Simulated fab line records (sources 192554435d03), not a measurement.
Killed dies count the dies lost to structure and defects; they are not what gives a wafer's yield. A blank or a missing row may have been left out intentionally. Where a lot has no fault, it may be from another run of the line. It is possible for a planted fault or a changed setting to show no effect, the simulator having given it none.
Matching of chambers | flow n5Finfet | N5_PMOS_HMC_CHANNEL_EPI_STRIP_33 on rieDiel-02: 3 sister chambers
The step strips in N2/H2. 3 wafers are shown with their chamber, then 6 later ones without.

WAFERS, EACH WITH ITS CHAMBER
wafer  | chamber | showerheadPlenumPTorr (Torr)
L087.1 | 0       | 3.47
L087.2 | 2       | 3.25
L088.1 | 3       | 3.43

WAFERS WITHOUT THEIR CHAMBER
wafer  | showerheadPlenumPTorr (Torr)
L088.3 | 3.25
L096.2 | 3.24
L096.4 | 3.42
L096.5 | 3.24
L097.2 | 3.42
L097.3 | 3.24

THE CHAMBER EACH PASSED THROUGH
wafer  | from the rows above | in truth
L088.3 | 2                   | 2
L096.2 | 2                   | 2
L096.4 | 3                   | 3
L096.5 | 2                   | 2
L097.2 | 3                   | 3
L097.3 | 2                   | 2
Correctly placed: 6 of 6. Left unplaced by these rows: 0. Placed wrongly: 0.
How it was worked out, from the rows above alone: a wafer's distance from a chamber is the root of the sum, over the readings, of the square of ((its reading less the chamber's mean) divided by the reading's scatter). The wafer belongs to the nearest chamber; if the next one is less than 2 further off, it can't be placed. The mean given for a chamber averages the wafers shown for that chamber. The scatter: root of mean squared gap, hidden wafer to nearest shown wafer, with one shown wafer a chamber.
